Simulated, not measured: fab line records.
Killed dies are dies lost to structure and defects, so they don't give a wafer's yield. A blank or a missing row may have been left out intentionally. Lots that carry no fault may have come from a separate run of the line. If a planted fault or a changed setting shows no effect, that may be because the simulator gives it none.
Split-lot trial    flow n5Finfet    on a route of 1938 steps: 7 lots, 39 wafers read

== ABOUT THE SPLIT ==
At N5_MIM_BOT_SPUTTER_00 (material TiN, target thk 35 nm, time 89.7 s), the setting timeS was moved away from the recipe's 89.7 s on 15 of the 39 wafers read, by -58.4% to +44.6%. All remaining wafers had this setting at the recipe value.

Reading taken at the split's own step.

== THE READING ==
TiN_of_MIM_BOT_SPUTTER_00.thkNm (the simulator's own value, which no gauge read), in nm, at N5_MIM_BOT_SPUTTER_00 (material TiN, target thk 35 nm, time 89.7 s). No usual value for it is given in the file. Across the 24 wafers here that went through the recipe, the average is 34.9 nm and the standard deviation 0.39 nm.

wafer   tool, chamber at the split  timeS as run, s  against the recipe  TiN_of_MIM_BOT_SPUTTER_00.thkNm, nm  against lot-mates on the recipe
L074.1  pvdSputter-03, -            120.9            +34.8%              46.8                                 +12.1
L074.2  pvdSputter-03, -            120.9            +34.8%              47.2                                 +12.5
L074.3  pvdSputter-03, -            89.7             recipe              34.8                                 -
L074.4  pvdSputter-03, -            89.7             recipe              34.8                                 -
L074.5  pvdSputter-03, -            89.7             recipe              34.4                                 -
L074.6  pvdSputter-03, -            120.9            +34.8%              47                                   +12.3
L076.1  pvdSputter-02, -            37.33            -58.4%              14.6                                 -20.3
L076.2  pvdSputter-02, -            37.33            -58.4%              14.4                                 -20.5
L076.3  pvdSputter-02, -            37.33            -58.4%              14.2                                 -20.7
L076.4  pvdSputter-02, -            89.7             recipe              35                                   -
L076.5  pvdSputter-02, -            89.7             recipe              34.6                                 -
L076.6  pvdSputter-02, -            89.7             recipe              35.2                                 -
L075.1  pvdSputter-03, -            89.7             recipe              35.2                                 -
L075.5  pvdSputter-03, -            89.7             recipe              35.2                                 -
L075.2  pvdSputter-03, -            89.7             recipe              35.6                                 -
L075.4  pvdSputter-03, -            89.7             recipe              35.6                                 -
L075.3  pvdSputter-03, -            89.7             recipe              35.4                                 -
L075.6  pvdSputter-03, -            89.7             recipe              35.4                                 -
L078.1  pvdSputter-01, -            129.7            +44.6%              50                                   +15.7
L078.2  pvdSputter-01, -            129.7            +44.6%              50.4                                 +16.1
L078.3  pvdSputter-01, -            129.7            +44.6%              50.6                                 +16.3
L078.4  pvdSputter-01, -            89.7             recipe              34.2                                 -
L078.5  pvdSputter-01, -            89.7             recipe              34.2                                 -
L078.6  pvdSputter-01, -            89.7             recipe              34.4                                 -
L086.3  pvdSputter-01, -            89.7             recipe              35                                   -
L086.5  pvdSputter-01, -            89.7             recipe              35                                   -
L086.6  pvdSputter-01, -            89.7             recipe              35                                   -
L092.1  pvdSputter-03, -            89.7             recipe              35                                   -
L092.2  pvdSputter-03, -            53.5             -40.4%              21                                   -13.8
L092.3  pvdSputter-03, -            89.7             recipe              34.6                                 -
L092.4  pvdSputter-03, -            53.5             -40.4%              20.6                                 -14.2
L092.5  pvdSputter-03, -            89.7             recipe              34.8                                 -
L092.6  pvdSputter-03, -            53.5             -40.4%              20.4                                 -14.4
L097.1  pvdSputter-03, -            124.8            +39.1%              48.8                                 +13.8
L097.5  pvdSputter-03, -            124.8            +39.1%              48.8                                 +13.8
L097.2  pvdSputter-03, -            124.8            +39.1%              48.6                                 +13.6
L097.3  pvdSputter-03, -            89.7             recipe              35                                   -
L097.4  pvdSputter-03, -            89.7             recipe              35.2                                 -
L097.6  pvdSputter-03, -            89.7             recipe              34.8                                 -

FIT RESULTS
A straight line over all 39 wafers: TiN_of_MIM_BOT_SPUTTER_00.thkNm changes by +0.35 nm for each +1% of timeS; r = +1.00; the points scatter about the line by 0.34 nm.
The same after taking each lot's own level away (the mean of its wafers on the recipe; 39 wafers): +0.353 nm for each +1%; r = +1.00; scatter 0.2 nm.
Per that fit: largest timeS move, reading shift of 21 nm.
Across the lots, their own levels run from 34.27 to 35.40 nm, a range of 2.9 times the standard deviation given above.
The two slopes are in agreement: the lot-to-lot level therefore moves the slope only a little.
Check: with one of the wafers moved furthest among these (-58.4%) left out of the fit, the line predicts -20.6 nm for it against its lot-mates. It came out at -20.3 nm against them.

== THESE WAFERS: OTHER SPLITS ==
Other splits were also applied to these wafers ahead of the reading. Each is held against what the fit with the lots' levels taken away leaves over:
other split on the same wafers  wafers away from the commonest value  r with TiN_of_MIM_BOT_SPUTTER_00.thkNm (lot level and that fit taken away)
N5_BEOL_M9_DEP_56 targetThkA    12                                    +0.15
N5_BEOL_M13_DESCUM_33 timeS     12                                    +0.03

== FILE'S OWN FIT ==
TiN_of_MIM_BOT_SPUTTER_00.thkNm changes by +0.353 nm for each +1% of timeS, r = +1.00.
